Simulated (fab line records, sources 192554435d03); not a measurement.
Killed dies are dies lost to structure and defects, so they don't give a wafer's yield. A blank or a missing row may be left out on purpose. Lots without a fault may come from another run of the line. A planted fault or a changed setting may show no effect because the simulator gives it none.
fab line records | flow n5_finfet
record lots=5 wafers=15 last_day=18
route steps=1938 shown BEOL_M1@823 BEOL_M2@841
lots that met no fault: from a run of the same line without faults
start_h: hours from the record's first day to the start of the lot's first wafer shown | wait_h: hours since the lot's step before | " the same as in the row above | L1.1+2: a row that stands for several wafers | - no value, or no start given | * or withheld: withheld | < > ~ a bound
route shown NAME@n: a module of which the file shows steps, and the number in the route of the first | usual: mean/standard deviation of fault-free wafers | same: alike in all rows | chamber/n: place in a boat | sites: the reading at each site | _std_site: their standard deviation | _edge_site: outer sites' mean less inner sites' | radius_mm: how far each site lies from the wafer's centre | mask NAME#n: copy n | behind: the tool/chamber that last shaped the wafer | hold: why the lot was held/for how many hours/how that ended | device: the transistor (n, p or np) that didn't switch | end of line: the same wafers' tests at the end of the route | a step without rows: its recipe alone | killed: dies lost to structure and defects at the first sort, not the wafer's yield | map: a wafer's dies, x killed, . not, _ none there
set.NAME: the setting as run; set.NAME@STEP: as run at that earlier step | model.NAME: the simulator's own value behind a step, which no gauge read
lots at some steps of the route; a table a step, a row a wafer
services: from which hour (start_h, from the record's first day; less than 0 if before it) a tool's chamber was out of use, for how many hours, and why
## steps
# step N5_BEOL_M1_ANNEAL_89
# recipe temp_c=400 time_s=240 ambient=vacuum
# usual heater_power_w=848/85
# columns lot.wafer tool chamber start_h wait_h heater_power_w
L077.1 pvd_sputter-01 - 157.76 0.0 726
L077.4 " - " " 714
L077.5 " - " " 886
L078.3 pvd_sputter-03 - 158.28 0.0 707
L078.4 " - " " 930
L078.5 " - " " 918
L089.2 pvd_sputter-02 - 225.31 0.0 1022
L089.3 " - " " 871
L089.4 " - " " 898
L090.1 pvd_sputter-03 - 230.02 0.0 929
L090.2 " - " " 877
L090.6 " - " " 921
L092.2 pvd_sputter-01 - 245.31 0.0 795
L092.4 " - " " 719
L092.6 " - " " 877
# step N5_BEOL_M1_SPUTTER_90
# recipe material=Cu target_thk_a=45 temp_c=-20 chamber_pressure_pa=0.07 power_w=withheld time_s=8.29
# usual throttle_valve_pct=30.2/0.96
# columns lot.wafer tool chamber start_h wait_h throttle_valve_pct
L077.1 pvd_sputter-01 - 157.90 0.1 30.1
L077.4 " - " " 30.1
L077.5 " - " " 30.7
L078.3 pvd_sputter-03 - 158.42 0.1 31.3
L078.4 " - " " 29.8
L078.5 " - " " 30.2
L089.2 pvd_sputter-02 - 225.45 0.1 30.3
L089.3 " - " " 29.9
L089.4 " - " " 31.8
L090.1 pvd_sputter-03 - 230.16 0.1 29.9
L090.2 " - " " 30.1
L090.6 " - " " 29.9
L092.2 pvd_sputter-01 - 245.45 0.1 30.2
L092.4 " - " " 30.3
L092.6 " - " " 30.5
# step N5_BEOL_M1_ANNEAL_91
# recipe temp_c=400 time_s=240 ambient=vacuum
# usual heater_power_w=848/85
# columns lot.wafer tool chamber start_h wait_h heater_power_w
L077.1 pvd_sputter-01 - 157.98 0.0 693
L077.4 " - " " 704
L077.5 " - " " 886
L078.3 pvd_sputter-03 - 158.50 0.0 724
L078.4 " - " " 959
L078.5 " - " " 910
L089.2 pvd_sputter-02 - 225.53 0.0 1001
L089.3 " - " " 868
L089.4 " - " " 886
L090.1 pvd_sputter-03 - 230.24 0.0 952
L090.2 " - " " 941
L090.6 " - " " 951
L092.2 pvd_sputter-01 - 245.53 0.0 816
L092.4 " - " " 715
L092.6 " - " " 892
# step N5_BEOL_M1_SPUTTER_92
# recipe material=Cu target_thk_a=45 temp_c=-20 chamber_pressure_pa=0.07 power_w=withheld time_s=8.29
# usual throttle_valve_pct=30.2/0.98
# columns lot.wafer tool chamber start_h wait_h throttle_valve_pct
L077.1 pvd_sputter-01 - 158.12 0.1 30.3
L077.4 " - " " 30.4
L077.5 " - " " 30.8
L078.3 pvd_sputter-03 - 158.64 0.1 31.3
L078.4 " - " " 29.8
L078.5 " - " " 30.0
L089.2 pvd_sputter-02 - 225.67 0.1 30.5
L089.3 " - " " 30.1
L089.4 " - " " 31.8
L090.1 pvd_sputter-03 - 230.38 0.1 29.9
L090.2 " - " " 30.2
L090.6 " - " " 29.8
L092.2 pvd_sputter-01 - 245.67 0.1 30.1
L092.4 " - " " 30.4
L092.6 " - " " 30.6
# step N5_BEOL_M1_ANNEAL_93
# recipe temp_c=400 time_s=240 ambient=vacuum
# usual heater_power_w=847/84
# columns lot.wafer tool chamber start_h wait_h heater_power_w
L077.1 pvd_sputter-01 - 158.20 0.0 719
L077.4 " - " " 719
L077.5 " - " " 871
L078.3 pvd_sputter-03 - 158.72 0.0 715
L078.4 " - " " 936
L078.5 " - " " 911
L089.2 pvd_sputter-02 - 225.75 0.0 1019
L089.3 " - " " 893
L089.4 " - " " 901
L090.1 pvd_sputter-03 - 230.46 0.0 933
L090.2 " - " " 945
L090.6 " - " " 944
L092.2 pvd_sputter-01 - 245.75 0.0 851
L092.4 " - " " 715
L092.6 " - " " 886
# step N5_BEOL_M1_SPUTTER_94
# recipe material=Cu target_thk_a=45 temp_c=-20 chamber_pressure_pa=0.07 power_w=withheld time_s=8.29
# usual throttle_valve_pct=30.2/0.96
# columns lot.wafer tool chamber start_h wait_h throttle_valve_pct
L077.1 pvd_sputter-01 - 158.34 0.1 30.1
L077.4 " - " " 30.3
L077.5 " - " " 30.8
L078.3 pvd_sputter-03 - 158.86 0.1 31.1
L078.4 " - " " 30.0
L078.5 " - " " 30.2
L089.2 pvd_sputter-02 - 225.89 0.1 30.1
L089.3 " - " " 29.8
L089.4 " - " " 31.9
L090.1 pvd_sputter-03 - 230.60 0.1 29.9
L090.2 " - " " 30.2
L090.6 " - " " 29.9
L092.2 pvd_sputter-01 - 245.89 0.1 30.0
L092.4 " - " " 30.3
L092.6 " - " " 30.6
# step N5_BEOL_M1_ANNEAL_95
# recipe temp_c=400 time_s=240 ambient=vacuum
# usual heater_power_w=848/84
# columns lot.wafer tool chamber start_h wait_h heater_power_w
L077.1 pvd_sputter-01 - 158.42 0.0 708
L077.4 " - " " 715
L077.5 " - " " 892
L078.3 pvd_sputter-03 - 158.94 0.0 709
L078.4 " - " " 938
L078.5 " - " " 934
L089.2 pvd_sputter-02 - 225.97 0.0 1009
L089.3 " - " " 874
L089.4 " - " " 901
L090.1 pvd_sputter-03 - 230.68 0.0 950
L090.2 " - " " 930
L090.6 " - " " 938
L092.2 pvd_sputter-01 - 245.97 0.0 817
L092.4 " - " " 721
L092.6 " - " " 887
# step N5_BEOL_M1_SPUTTER_96
# recipe material=Cu target_thk_a=45 temp_c=-20 chamber_pressure_pa=0.07 power_w=withheld time_s=8.29
# usual throttle_valve_pct=30.2/0.97
# columns lot.wafer tool chamber start_h wait_h throttle_valve_pct
L077.1 pvd_sputter-01 - 158.56 0.1 30.3
L077.4 " - " " 30.1
L077.5 " - " " 30.5
L078.3 pvd_sputter-03 - 159.08 0.1 31.1
L078.4 " - " " 29.8
L078.5 " - " " 30.3
L089.2 pvd_sputter-02 - 226.11 0.1 30.2
L089.3 " - " " 29.7
L089.4 " - " " 31.8
L090.1 pvd_sputter-03 - 230.82 0.1 29.8
L090.2 " - " " 30.2
L090.6 " - " " 29.7
L092.2 pvd_sputter-01 - 246.11 0.1 30.0
L092.4 " - " " 29.9
L092.6 " - " " 30.6
# step N5_BEOL_M1_ECD_50
# recipe material=Cu target_thk_a=3000
# columns lot.wafer tool chamber start_h wait_h
L077.1+4+5 ecd_cu-02 0,0,1 158.68 0.1
L078.3+4+5 ecd_cu-01 0,1,0 159.22 0.1
L089.2+3+4 ecd_cu-02 0,0,1 226.22 0.1
L090.1+2+6 ecd_cu-01 0,1,0 230.94 0.1
L092.2+4+6 ecd_cu-02 1,0,0 246.22 0.1
# step N5_BEOL_M1_ANNEAL_51
# recipe temp_c=225 time_s=90 ambient=N2
# usual wafer_temp_C_max=225.89/0.25
# columns lot.wafer tool chamber start_h wait_h wafer_temp_C_max
L077.1 rtp_anneal-02 0 158.75 0.1 226.09
L077.4 " 0 " " 225.81
L077.5 " 0 " " 226.05
L078.3 rtp_anneal-02 0 159.38 0.1 225.78
L078.4 " 0 " " 225.86
L078.5 " 0 " " 226.12
L089.2 rtp_anneal-01 0 226.35 0.1 225.72
L089.3 " 0 " " 225.71
L089.4 " 0 " " 225.89
L090.1 rtp_anneal-02 0 231.02 0.1 226.03
L090.2 " 0 " " 226.11
L090.6 " 0 " " 225.94
L092.2 rtp_anneal-02 0 246.35 0.1 226.00
L092.4 " 0 " " 226.23
L092.6 " 0 " " 226.30
# step N5_BEOL_M1_CMP_52
# recipe stop_on=SiOC t_overpolish_s=6.8 down_force_psi=1 platen_rpm=50 clearing_platen_down_force_psi=1.5 clearing_platen_rpm=50 post_cmp_clean=cu_alkaline target_thk_nm=40 clearing_platen_pad_velocity_m_s=0.99484 pad_velocity_m_s=0.99484
# usual barrier_field_endpoint_s=24.8/0.65 motor_current_A=6.3/0.57 overpolish_run_s=6.800/0.01 platen_rpm=50.00/0.036 slurry_filter_dp_kPa=13.50/0.13 time_to_endpoint_s=61.1/2.5
# columns lot.wafer tool chamber start_h wait_h barrier_field_endpoint_s motor_current_A overpolish_run_s platen_rpm slurry_filter_dp_kPa time_to_endpoint_s
L077.1 cmp-03 2 159.09 0.3 24.5 6.7 6.809 49.99 13.52 60.2
L077.4 " 3 " " 25.2 5.8 6.800 50.01 13.56 62.2
L077.5 " 2 " " 24.8 6.5 6.805 49.97 13.35 61.3
L078.4 cmp-03 3 159.63 0.2 24.1 6.2 6.821 49.97 13.65 61.4
L078.3 " 0 " " 24.9 6.9 6.787 49.97 13.38 64.4
L078.5 " 2 " " 24.5 6.0 6.799 49.97 13.52 63.6
L089.4 cmp-03 2 226.60 0.1 25.3 6.9 6.814 49.99 13.42 64.2
L089.2 " 0 " " 25.8 6.7 6.801 49.96 13.47 65.4
L089.3 " 1 " " 25.1 5.6 6.797 49.97 13.72 58.5
L090.2 cmp-03 2 231.31 0.2 25.0 6.5 6.802 50.01 13.49 61.6
L090.1 " 1 " " 24.7 5.9 6.791 49.94 13.64 61.1
L090.6 " 3 " " 24.9 5.9 6.809 50.00 13.55 60.7
L092.4 cmp-02 1 246.60 0.1 26.0 6.1 6.815 50.01 13.47 63.8
L092.2 " 0 " " 24.5 6.5 6.802 50.02 13.59 61.2
L092.6 " 2 " " 23.6 6.3 6.789 50.04 13.65 58.1
# step N5_BEOL_M1_THK_MEAS_53
# recipe thk_meas_gauge=xrf reads=Cu_of_BEOL_M1_ECD_50
# usual M1_THK=39.8/1.5
# columns lot.wafer tool chamber start_h wait_h M1_THK[nm]
L077.1 film_metro-02 - 159.35 - 39.0
L077.4 " - " " 41.6
L077.5 " - " " 40.9
L078.3 film_metro-01 - 159.89 - 40.7
L078.4 " - " " 40.7
L078.5 " - " " 40.8
L089.2 film_metro-01 - 226.89 - 38.6
L089.3 " - " " 38.6
L089.4 " - " " 38.9
L090.1 film_metro-01 - 231.61 - 40.8
L090.2 " - " " 39.1
L090.6 " - " " 43.1
L092.2 film_metro-01 - 246.96 - 38.4
L092.4 " - " " 40.2
L092.6 " - " " 40.8
# step N5_BEOL_M1_PRE_CLEAN_60
# recipe gas=NH3/H2 time_s=15 temp_c=* rf_power_w=300
# usual heater_power_w=92/18
# columns lot.wafer tool chamber start_h wait_h heater_power_w
L077.1 cvd_co-02 0 159.38 0.0 85
L077.4 " 0 " " 84
L077.5 " 2 " " 77
L078.3 cvd_co-01 0 159.92 0.0 83
L078.4 " 1 " " 117
L078.5 " 2 " " 109
L089.2 cvd_co-02 0 226.93 0.0 84
L089.3 " 2 " " 79
L089.4 " 1 " " 65
L090.1 cvd_co-01 2 231.64 0.0 111
L090.2 " 1 " " 113
L090.6 " 0 " " 85
L092.2 cvd_co-01 2 247.00 0.0 110
L092.4 " 2 " " 110
L092.6 " 1 " " 118
# step N5_BEOL_M1_CO_CAP_55
# recipe material=Co target_thk_a=20 temp_c=200 precursor=CCTBA/H2 pressure_torr=30 time_s=102.1
# usual heater_power_w=245/23
# columns lot.wafer tool chamber start_h wait_h heater_power_w
L077.1 cvd_co-02 0 159.42 0.0 240
L077.4 " 0 " " 238
L077.5 " 2 " " 231
L078.3 cvd_co-01 0 159.96 0.0 229
L078.4 " 1 " " 288
L078.5 " 2 " " 273
L089.2 cvd_co-02 0 226.97 0.0 231
L089.3 " 2 " " 223
L089.4 " 1 " " 208
L090.1 cvd_co-01 2 231.68 0.0 261
L090.2 " 1 " " 280
L090.6 " 0 " " 231
L092.2 cvd_co-01 2 247.04 0.0 266
L092.4 " 2 " " 262
L092.6 " 1 " " 275
# step N5_BEOL_M1_PRE_CLEAN_56
# recipe gas=NH3 time_s=15 temp_c=withheld rf_power_w=300
# columns lot.wafer tool chamber start_h wait_h
L077.1+4+5 pecvd-04 0,1,2 159.51 0.1
L078.3+4+5 pecvd-03 1,2,1 160.07 0.1
L089.2+3+4 pecvd-03 1 227.07 0.1
L090.1+2+6 pecvd-04 1,0,0 231.79 0.1
L092.2+4+6 pecvd-03 2,2,1 247.13 0.1
# step N5_BEOL_M1_DEP_57
# recipe material=SiCN target_thk_a=80 temp_c=withheld precursor=3MS/NH3 pressure_torr=3 rf_w=202 time_s=14
# usual showerhead_plenum_p_Torr=3.664/0.012 showerhead_vpp_V=881/46 throttle_valve_pct=9.1/0.35
# columns lot.wafer tool chamber start_h wait_h showerhead_plenum_p_Torr showerhead_vpp_V throttle_valve_pct
L077.1 pecvd-04 0 159.54 0.0 3.653 926 9.0
L077.4 " 1 " " 3.689 901 9.1
L077.5 " 2 " " 3.661 896 8.7
L078.3 pecvd-03 1 160.11 0.0 3.667 884 9.0
L078.4 " 2 " " 3.665 933 9.2
L078.5 " 1 " " 3.664 874 9.0
L089.2 pecvd-03 1 227.15 0.1 3.668 905 9.2
L089.3 " 1 " " 3.675 885 9.0
L089.4 " 1 " " 3.664 876 9.1
L090.1 pecvd-04 1 231.81 0.0 3.677 908 9.2
L090.2 " 0 " " 3.655 939 8.9
L090.6 " 0 " " 3.665 921 9.0
L092.2 pecvd-03 2 247.16 0.0 3.656 924 9.2
L092.4 " 2 " " 3.654 916 8.7
L092.6 " 1 " " 3.659 868 8.9
# step N5_BEOL_M1_RS_MEAS_58
# recipe thk_meas_gauge=four-point-probe reads=Co_of_BEOL_M1_CO_CAP_55+Cu_of_BEOL_M1_ECD_50+Co_of_BEOL_M1_CVD_47+TaN_of_BEOL_M1_ALD_84
# usual M1_RS=0.68/0.032
# columns lot.wafer tool chamber start_h wait_h M1_RS[ohm/sq]
L077.1 film_metro-01 - 159.62 0.1 0.69
L077.4 " - " " 0.64
L077.5 " - " " 0.65
L078.3 film_metro-01 - 160.18 0.1 0.66
L078.4 " - " " 0.66
L078.5 " - " " 0.66
L089.2 film_metro-01 - 227.27 0.1 0.70
L089.3 " - " " 0.70
L089.4 " - " " 0.69
L090.1 film_metro-01 - 231.88 0.0 0.64
L090.2 " - " " 0.68
L090.6 " - " " 0.60
L092.2 film_metro-01 - 247.23 0.1 0.71
L092.4 " - " " 0.67
L092.6 " - " " 0.66
# step N5_BEOL_M1_INSPECT_59
# recipe inspect_instrument=darkfield mode=post_dep
# usual raw_defect_count=74/24
# columns lot.wafer tool chamber start_h wait_h raw_defect_count
L077.1 defect_inspect-01 - 159.65 0.0 82
L077.4 " - " " 92
L077.5 " - " " 51
L078.3 defect_inspect-02 - 160.20 0.0 89
L078.4 " - " " 51
L078.5 " - " " 40
L089.2 defect_inspect-02 - 227.30 0.0 111
L089.3 " - " " 89
L089.4 " - " " 106
L090.1 defect_inspect-01 - 231.91 0.0 45
L090.2 " - " " 39
L090.6 " - " " 44
L092.2 defect_inspect-02 - 247.25 0.0 71
L092.4 " - " " 59
L092.6 " - " " 105
# step N5_BEOL_M2_ILD_DEP_00
# recipe material=SiOC target_thk_a=790 temp_c=350 precursor=DEMS/O2 pressure_torr=5 rf_w=500 time_s=15.3
# usual heater_power_w=486/69 showerhead_plenum_p_Torr=5.702/0.012 showerhead_vpp_V=1396/51 throttle_valve_pct=11.9/0.55
# columns lot.wafer tool chamber start_h wait_h heater_power_w showerhead_plenum_p_Torr showerhead_vpp_V throttle_valve_pct
L077.1 pecvd-01 0 159.73 0.1 592 5.703 1325 12.0
L077.4 " 2 " " 507 5.711 1331 11.0
L077.5 " 0 " " 609 5.712 1331 12.5
L078.3 pecvd-04 1 160.24 0.0 437 5.714 1430 12.3
L078.4 " 2 " " 361 5.698 1398 11.4
L078.5 " 0 " " 372 5.678 1446 11.9
L089.2 pecvd-01 2 227.33 0.0 464 5.698 1332 11.0
L089.3 " 2 " " 469 5.706 1352 10.8
L089.4 " 1 " " 513 5.697 1476 12.3
L090.1 pecvd-03 1 231.94 0.0 493 5.699 1392 11.9
L090.2 " 1 " " 482 5.692 1385 12.1
L090.6 " 1 " " 491 5.699 1391 12.2
L092.2 pecvd-01 1 247.29 0.0 511 5.700 1469 12.0
L092.4 " 2 " " 532 5.717 1363 11.2
L092.6 " 0 " " 533 5.707 1352 12.6
# step N5_BEOL_M2_THK_MEAS_01
# recipe reads=SiOC_of_BEOL_M2_ILD_DEP_00
# usual M2_ILD_THK=78.9/1.1
# columns lot.wafer tool chamber start_h wait_h M2_ILD_THK[nm]
L077.1 film_metro-02 - 159.80 0.0 78.3
L077.4 " - " " 77.9
L077.5 " - " " 78.2
L078.3 film_metro-02 - 160.31 0.1 75.5
L078.4 " - " " 77.2
L078.5 " - " " 77.7
L089.2 film_metro-01 - 227.42 0.1 78.6
L089.3 " - " " 80.1
L089.4 " - " " 79.2
L090.1 film_metro-01 - 232.08 0.1 78.2
L090.2 " - " " 79.8
L090.6 " - " " 79.0
L092.2 film_metro-01 - 247.36 0.1 77.8
L092.4 " - " " 80.2
L092.6 " - " " 80.8
# step N5_BEOL_M2_PECVD_72
# recipe material=SiO2 target_thk_a=160 temp_c=400 precursor=TEOS/O2 pressure_torr=5.5 rf_w=450 teos_flow_sccm=53.8 gas=O2 flow_sccm=3000 time_s=18
# usual heater_power_w=668/78 showerhead_plenum_p_Torr=8.81/0.047 showerhead_vpp_V=1335/38 throttle_valve_pct=22.4/0.77
# columns lot.wafer tool chamber start_h wait_h heater_power_w showerhead_plenum_p_Torr showerhead_vpp_V throttle_valve_pct
L077.1 pecvd-04 2 159.83 0.0 661 8.75 1340 21.3
L077.4 " 0 " " 580 8.75 1387 22.4
L077.5 " 2 " " 654 8.78 1336 21.0
L078.3 pecvd-01 1 160.34 0.0 674 8.80 1384 22.7
L078.4 " 2 " " 782 8.88 1282 20.5
L078.5 " 0 " " 828 8.86 1257 23.0
L089.2 pecvd-04 0 227.46 0.0 636 8.77 1383 22.5
L089.3 " 1 " " 647 8.88 1331 23.0
L089.4 " 2 " " 619 8.77 1340 21.2
L090.1 pecvd-04 0 232.12 0.0 565 8.76 1388 22.3
L090.2 " 1 " " 577 8.86 1343 22.6
L090.6 " 2 " " 597 8.79 1324 21.6
L092.2 pecvd-04 2 247.39 0.0 559 8.78 1322 21.3
L092.4 " 1 " " 625 8.86 1355 22.7
L092.6 " 2 " " 581 8.77 1322 21.5
# step N5_BEOL_M2_HM_DEP_02
# recipe material=TiN target_thk_a=200 temp_c=25 chamber_pressure_pa=0.49996
# usual throttle_valve_pct=30.4/0.92
# columns lot.wafer tool chamber start_h wait_h throttle_valve_pct
L077.1 pvd_sputter-02 - 161.44 1.6 30.4
L077.4 " - " " 29.9
L077.5 " - " " 30.2
L078.3 pvd_sputter-02 - 161.82 1.5 29.7
L078.4 " - " " 30.7
L078.5 " - " " 31.8
L089.2 pvd_sputter-01 - 228.30 0.8 28.3
L089.3 " - " " 29.9
L089.4 " - " " 30.7
L090.1 pvd_sputter-03 - 232.62 0.5 31.3
L090.2 " - " " 32.0
L090.6 " - " " 29.7
L092.2 pvd_sputter-02 - 248.52 1.1 30.3
L092.4 " - " " 29.8
L092.6 " - " " 29.4
# step N5_BEOL_M2_COAT_61
# recipe resist=SOC temp_c=250 time_s=60 spin_rpm=1500 resist_thk_nm=60
# columns lot.wafer tool chamber start_h wait_h
L077.1+4+5 litho_track-01 0 161.57 0.1
L078.3+4+5 litho_track-05 0 161.95 0.1
L089.2+3+4 litho_track-02 0 228.43 0.1
L090.1+2+6 litho_track-02 0 232.75 0.1
L092.2+4+6 litho_track-02 0 248.64 0.1
# step N5_BEOL_M2_COAT_62
# recipe resist=SiARC temp_c=220 time_s=60 spin_rpm=1500 resist_thk_nm=12
# columns lot.wafer tool chamber start_h wait_h
L077.1+4+5 litho_track-01 0 - -
L078.3+4+5 litho_track-05 0 - -
L089.2+3+4 litho_track-02 0 - -
L090.1+2+6 litho_track-02 0 - -
L092.2+4+6 litho_track-02 0 - -
# step N5_BEOL_M2_COAT_73
# recipe resist=underlayer temp_c=205 time_s=60 spin_rpm=1500 resist_thk_nm=5
# columns lot.wafer tool chamber start_h wait_h
L077.1+4+5 litho_track-01 0 - -
L078.3+4+5 litho_track-05 0 - -
L089.2+3+4 litho_track-02 0 - -
L090.1+2+6 litho_track-02 0 - -
L092.2+4+6 litho_track-02 0 - -
# step N5_BEOL_M2_COAT_05
# recipe resist=CAR-EUV spin_rpm=1500 resist_thk_nm=30
# columns lot.wafer tool chamber start_h wait_h
L077.1+4+5 litho_track-01 0 - -
L078.3+4+5 litho_track-05 0 - -
L089.2+3+4 litho_track-02 0 - -
L090.1+2+6 litho_track-02 0 - -
L092.2+4+6 litho_track-02 0 - -
# step N5_BEOL_M2_EBR_07
# recipe solvent=PGMEA ebr_width_mm=1.5
# columns lot.wafer tool chamber start_h wait_h
L077.1+4+5 litho_track-01 0 - -
L078.3+4+5 litho_track-05 0 - -
L089.2+3+4 litho_track-02 0 - -
L090.1+2+6 litho_track-02 0 - -
L092.2+4+6 litho_track-02 0 - -
# step N5_BEOL_M2_SOFTBAKE_06
# recipe temp_c=110 time_s=60 resist=CAR-EUV
# columns lot.wafer tool chamber start_h wait_h
L077.1+4+5 litho_track-01 0 - -
L078.3+4+5 litho_track-05 0 - -
L089.2+3+4 litho_track-02 0 - -
L090.1+2+6 litho_track-02 0 - -
L092.2+4+6 litho_track-02 0 - -
# step N5_BEOL_M2_EXPOSE_08
# recipe mask_id=M2 na=0.33 source_shape=dipole sigma_inner=0.369 sigma_outer=0.767 polarization=unpolarized dose_mj=41.25
# usual stage_msd_nm=0.84/0.044
# same dipole_opening_deg=79.7 sigma_outer=0.767
# columns lot.wafer tool chamber start_h wait_h mask stage_msd_nm
L077.1 euv_scanner-02 0 161.71 - M2#0 0.79
L077.4 " 0 " " M2#0 0.79
L077.5 " 0 " " M2#0 0.79
L078.3 euv_scanner-01 0 162.23 - M2#0 0.88
L078.4 " 0 " " M2#0 0.88
L078.5 " 0 " " M2#0 0.88
L089.2 euv_scanner-02 0 228.57 - M2#0 0.79
L089.3 " 0 " " M2#0 0.79
L089.4 " 0 " " M2#0 0.79
L090.1 euv_scanner-01 0 233.01 - M2#0 0.88
L090.2 " 0 " " M2#0 0.88
L090.6 " 0 " " M2#0 0.88
L092.2 euv_scanner-01 0 248.91 - M2#0 0.88
L092.4 " 0 " " M2#0 0.89
L092.6 " 0 " " M2#0 0.88
# step N5_BEOL_M2_PEB_09
# recipe peb_temp_c=100 peb_time_s=60 resist=CAR-EUV
# columns lot.wafer tool chamber start_h wait_h
L077.1+4+5 litho_track-02 0 161.77 0.1
L078.3+4+5 litho_track-05 0 162.28 0.0
L089.2+3+4 litho_track-01 0 228.63 0.1
L090.1+2+6 litho_track-02 0 233.07 0.1
L092.2+4+6 litho_track-01 0 248.97 0.1
# step N5_BEOL_M2_DEVELOP_10
# recipe develop_time_s=30 developer=TMAH resist=CAR-EUV rinse_liquid=surfactant_rinse dry=air_spin dev_temp_c=23
# usual developer_temp_C=23.00/0.1
# columns lot.wafer tool chamber start_h wait_h developer_temp_C
L077.1 litho_track-02 0 - - 22.96
L077.4 " 0 " " 22.81
L077.5 " 0 " " 22.88
L078.3 litho_track-05 0 - - 22.92
L078.4 " 0 " " 22.95
L078.5 " 0 " " 23.08
L089.2 litho_track-01 0 - - 22.87
L089.3 " 0 " " 22.84
L089.4 " 0 " " 22.73
L090.1 litho_track-02 0 - - 23.08
L090.2 " 0 " " 22.82
L090.6 " 0 " " 23.04
L092.2 litho_track-01 0 - - 22.98
L092.4 " 0 " " 22.89
L092.6 " 0 " " 22.94
# step N5_BEOL_M2_CD_MEAS_11
# recipe target_cd_nm=16.79 landing_energy_ev=500 detector=se_inlens polarity=opening
# usual cd_nm=16.74/0.27
# columns lot.wafer tool chamber start_h wait_h cd_nm
L077.1 cd_sem-01 0 161.84 - 16.93
L077.4 " 0 " " 16.92
L077.5 " 0 " " 16.92
L078.3 cd_sem-03 0 162.35 - 16.76
L078.4 " 0 " " 16.84
L078.5 " 0 " " 16.39
L089.2 cd_sem-02 0 228.70 - 16.42
L089.3 " 0 " " 16.55
L089.4 " 0 " " 16.94
L090.1 cd_sem-01 0 233.14 - 16.68
L090.2 " 0 " " 16.94
L090.6 " 0 " " 16.81
L092.2 cd_sem-03 0 249.04 - 16.35
L092.4 " 0 " " 16.32
L092.6 " 0 " " 16.40
# step N5_BEOL_M2_OVL_MEAS_12
# recipe points_per_wafer=522
# usual M2_OVL=-0.4/0.65
# columns lot.wafer tool chamber start_h wait_h M2_OVL[nm]
L077.1 overlay-02 0 161.87 0.0 -0.7
L077.4 " 0 " " -0.5
L077.5 " 0 " " -0.7
L078.3 overlay-02 0 162.39 0.0 -0.6
L078.4 " 0 " " -0.1
L078.5 " 0 " " -0.3
L089.2 overlay-02 0 228.73 0.0 1.1
L089.3 " 0 " " -0.3
L089.4 " 0 " " -1.4
L090.1 overlay-02 0 233.17 0.0 -0.6
L090.2 " 0 " " 0.4
L090.6 " 0 " " 0.0
L092.2 overlay-02 0 249.07 0.0 -1.6
L092.4 " 0 " " -1.7
L092.6 " 0 " " -0.8
# step N5_BEOL_M2_INSPECT_13
# recipe mode=adi inspect_instrument=brightfield
# usual raw_defect_count=437/100
# columns lot.wafer tool chamber start_h wait_h raw_defect_count
L077.1 defect_inspect-01 - 161.93 0.1 343
L077.4 " - " " 344
L077.5 " - " " 272
L078.3 defect_inspect-02 - 162.44 0.0 321
L078.4 " - " " 251
L078.5 " - " " 291
L089.2 defect_inspect-02 - 228.78 0.0 584
L089.3 " - " " 728
L089.4 " - " " 659
L090.1 defect_inspect-02 - 233.23 0.1 352
L090.2 " - " " 638
L090.6 " - " " 376
L092.2 defect_inspect-02 - 249.13 0.0 460
L092.4 " - " " 367
L092.6 " - " " 411
# step N5_BEOL_M2_DESCUM_16
# recipe chemistry=O2 time_s=7 source_power_w=50 bias_power_w=20 pressure_mtorr=20 rf_frequency_hz=2.712e+07 temp_c=40 resist=CAR-EUV o2_flow_sccm=225
# usual chamber_pressure_mTorr=19.997/0.029 drypump_motor_current_A=5.8/0.45 oes_product_au=0.74/0.075 rf_vpp_V=243.4/1.5 showerhead_plenum_p_Torr=2.11/0.087 throttle_valve_pct=20.52/0.24
# columns lot.wafer tool chamber start_h wait_h chamber_pressure_mTorr drypump_motor_current_A oes_product_au rf_hours_counter_h rf_vpp_V showerhead_plenum_p_Torr throttle_valve_pct
L077.1 rie_diel-02 1 161.96 0.0 20.016 5.8 0.73 195 245.5 2.17 20.64
L077.4 " 3 " " 19.980 4.9 0.73 208 243.1 2.05 20.31
L077.5 " 0 " " 20.003 5.8 0.71 - 242.1 1.98 20.43
L078.3 rie_diel-05 3 162.47 0.0 19.994 6.1 0.75 156 244.8 2.08 20.43
L078.4 " 0 " " 19.992 5.6 0.71 201 243.0 2.08 20.89
L078.5 " 3 " " 19.986 6.1 0.76 - 242.0 2.08 20.43
L089.2 rie_diel-02 1 228.82 0.0 20.009 5.8 0.70 219 244.3 2.16 20.66
L089.3 " 2 " " 19.985 6.4 0.81 84 245.3 2.22 20.46
L089.4 " 3 " " 19.983 4.9 0.70 232 242.9 2.05 20.34
L090.1 rie_diel-02 2 233.26 0.0 20.004 6.4 0.81 86 244.6 2.22 20.48
L090.2 " 0 " " 19.996 5.8 0.98 2 245.2 2.24 20.11
L090.6 " 1 " " 20.006 5.8 0.70 - 243.8 2.16 20.65
L092.2 rie_diel-02 2 249.16 0.0 19.965 6.4 0.80 91 244.6 2.22 20.49
L092.4 " 3 " " 20.037 4.9 0.70 240 242.1 2.04 20.36
L092.6 " 2 " " 20.010 6.4 0.79 - 245.5 2.22 20.50
## services
# columns tool chamber start_h hours kind
pvd_sputter-02 - 134.88 5.2 repair
pvd_sputter-03 - 139.96 3.3 repair
pecvd-04 - 144.71 2.8 pm
cvd_co-02 0 145.23 8.1 repair
euv_scanner-02 - 164.78 1.0 pm
pvd_sputter-02 - 168.67 3.0 repair
cvd_co-01 - 172.67 4.3 pm
euv_scanner-02 - 176.37 1.6 repair
euv_scanner-02 - 185.36 4.6 pm
euv_scanner-01 - 189.96 1.0 pm
pecvd-03 - 193.06 0.3 repair
cmp-02 - 194.05 4.0 pm
euv_scanner-01 - 196.49 12.0 pm
pecvd-01 - 200.24 6.0 pm
cmp-03 - 200.62 13.4 pm
litho_track-02 - 204.27 - consumable_replace:filter
pecvd-04 0 207.47 14.5 repair
cvd_co-02 - 214.02 0.4 repair
euv_scanner-02 - 220.93 1.0 pm
pecvd-03 0 226.34 12.3 repair
rie_diel-02 1 236.01 1.8 repair
cmp-03 - 237.49 1.0 repair
cmp-03 - 240.40 3.9 pm
euv_scanner-01 - 243.97 1.0 pm
## key
fault none
